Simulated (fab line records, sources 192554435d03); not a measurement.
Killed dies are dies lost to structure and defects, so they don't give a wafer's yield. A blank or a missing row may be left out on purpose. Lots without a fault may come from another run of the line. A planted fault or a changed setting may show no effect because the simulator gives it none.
Split-lot experiment | flow n5_finfet | 7 lots, 39 wafers read, on a route of 1938 steps

THE SPLIT
At N5_BEOL_M1_ILD_DEP_00 (deposits SiOC from DEMS/O2, target thk 79 nm, time 15.3 s), the setting time_s was moved away from the recipe's 15.3 s on 15 of the 39 wafers read, by -57.9% to +54.9%. The other wafers ran this setting at the recipe's value.

The file shows no step between the split and the reading.

THE READING
M1_ILD_THK, in nm, at N5_BEOL_M1_THK_MEAS_01. Fault-free wafers of this fab line usually give 79.1 nm, standard deviation 1.1 nm.

wafer  | tool, chamber at the split | time_s as run, s | against the recipe | M1_ILD_THK, nm | against lot-mates on the recipe
L074.1 | pecvd-02, 2                | 15.3             | recipe             | 78.9           | -
L074.2 | pecvd-02, 0                | 15.3             | recipe             | 80.4           | -
L074.3 | pecvd-02, 1                | 15.3             | recipe             | 80.1           | -
L074.4 | pecvd-02, 2                | 23.7             | +54.9%             | 124.3          | +44.5
L074.5 | pecvd-02, 0,1              | 23.7             | +54.9%             | 124.1          | +44.3
L074.6 | pecvd-02, 0,1              | 23.7             | +54.9%             | 124.0          | +44.2
L076.1 | pecvd-02, 0                | 15.3             | recipe             | 78.9           | -
L076.2 | pecvd-02, 2                | 15.3             | recipe             | 78.7           | -
L076.3 | pecvd-02, 1                | 15.3             | recipe             | 78.8           | -
L076.4 | pecvd-02, 2                | 15.3             | recipe             | 79.4           | -
L076.5 | pecvd-02, 1                | 15.3             | recipe             | 79.3           | -
L076.6 | pecvd-02, 0                | 15.3             | recipe             | 80.3           | -
L080.1 | pecvd-03, 0                | 6.444            | -57.9%             | 34.0           | -43.9
L080.2 | pecvd-03, 1                | 6.444            | -57.9%             | 32.5           | -45.4
L080.3 | pecvd-03, 2                | 15.3             | recipe             | 76.3           | -
L080.4 | pecvd-03, 1                | 15.3             | recipe             | 79.2           | -
L080.5 | pecvd-03, 0                | 6.444            | -57.9%             | 34.8           | -43.1
L080.6 | pecvd-03, 2                | 15.3             | recipe             | 78.1           | -
L090.1 | pecvd-04, 0                | 15.3             | recipe             | 80.6           | -
L090.2 | pecvd-04, 2                | 10.63            | -30.5%             | 54.7           | -25.2
L090.3 | pecvd-04, 1                | 15.3             | recipe             | 78.8           | -
L090.4 | pecvd-04, 2                | 15.3             | recipe             | 80.2           | -
L090.5 | pecvd-04, 1                | 10.63            | -30.5%             | 56.3           | -23.6
L090.6 | pecvd-04, 0                | 10.63            | -30.5%             | 57.2           | -22.7
L091.1 | pecvd-03, 1                | 15.3             | recipe             | 77.3           | -
L091.2 | pecvd-03, 0                | 12.34            | -19.3%             | 62.6           | -15.6
L091.3 | pecvd-03, 1                | 12.34            | -19.3%             | 63.1           | -15.1
L091.4 | pecvd-03, 0                | 12.34            | -19.3%             | 62.3           | -15.9
L091.5 | pecvd-03, 1                | 15.3             | recipe             | 78.8           | -
L091.6 | pecvd-03, 0                | 15.3             | recipe             | 78.5           | -
L093.1 | pecvd-04, 2                | 15.3             | recipe             | 78.7           | -
L093.2 | pecvd-04, 0                | 22.07            | +44.2%             | 112.3          | +33.3
L093.3 | pecvd-04, 1                | 22.07            | +44.2%             | 112.5          | +33.5
L093.4 | pecvd-04, 0                | 22.07            | +44.2%             | 115.0          | +36.0
L093.5 | pecvd-04, 2                | 15.3             | recipe             | 80.2           | -
L093.6 | pecvd-04, 1                | 15.3             | recipe             | 78.1           | -
L096.1 | pecvd-02, 0                | 15.3             | recipe             | 77.1           | -
L096.4 | pecvd-02, 1                | 15.3             | recipe             | 79.9           | -
L096.5 | pecvd-02, 0                | 15.3             | recipe             | 79.2           | -
Where a row lists several chambers, the file gives one row for several wafers and doesn't say which wafer went through which chamber.

THE FIT
A straight line over all 39 wafers: M1_ILD_THK changes by +0.792 nm for each +1% of time_s; r = +1.00; the points scatter about the line by 1.2 nm.
The same after taking each lot's own level away (the mean of its wafers on the recipe; 39 wafers): +0.782 nm for each +1%; r = +1.00; scatter 1 nm.
On that fit, the largest move of time_s shifts the reading by 45 nm.
The lots' own levels span 77.87 to 79.87 nm, that is 1.8 times the standard deviation above.
So the lot-to-lot level changes the slope little: the two slopes agree.
Check: with one of the wafers moved furthest among these (-57.9%) left out of the fit, the line predicts -45.3 nm for it against its lot-mates. It came out at -43.9 nm against them.

OTHER SPLITS ON THESE WAFERS
These wafers also went through other splits before the reading. Each is held against what the fit with the lots' levels taken away leaves over:
other split on the same wafers                 | wafers away from the commonest value | r with M1_ILD_THK (lot level and that fit taken away)
N5_FIN_SAQP_HM_DEP_03 target_thk_a             | 6                                    | -0.13
N5_DUMMY_GATE_CVD_03 target_thk_a              | 24                                   | +0.16
N5_HKMG_FIN_DEVELOP_11 develop_time_s          | 18                                   | +0.04
N5_MOL_CONTACT_COAG_VIA_ETCH_46 target_depth_a | 15                                   | +0.05

THE WHOLE CHAIN: every reading that the file lists as answering this split, in the file's order
step                   | what it does                                              | reading                                                                            | change (the file's fit)               | r (the file's)
N5_BEOL_M1_ILD_DEP_00  | deposits SiOC from DEMS/O2, target thk 79 nm, time 15.3 s | SiOC_of_BEOL_M1_ILD_DEP_00.thk_nm (the simulator's own value, which no gauge read) | +0.781 nm for each +1% of the setting | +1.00
N5_BEOL_M1_THK_MEAS_01 |                                                           | M1_ILD_THK                                                                         | +0.782 for each +1% of the setting    | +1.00

THE FILE'S OWN FIT
M1_ILD_THK changes by +0.782 nm for each +1% of time_s, r = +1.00.
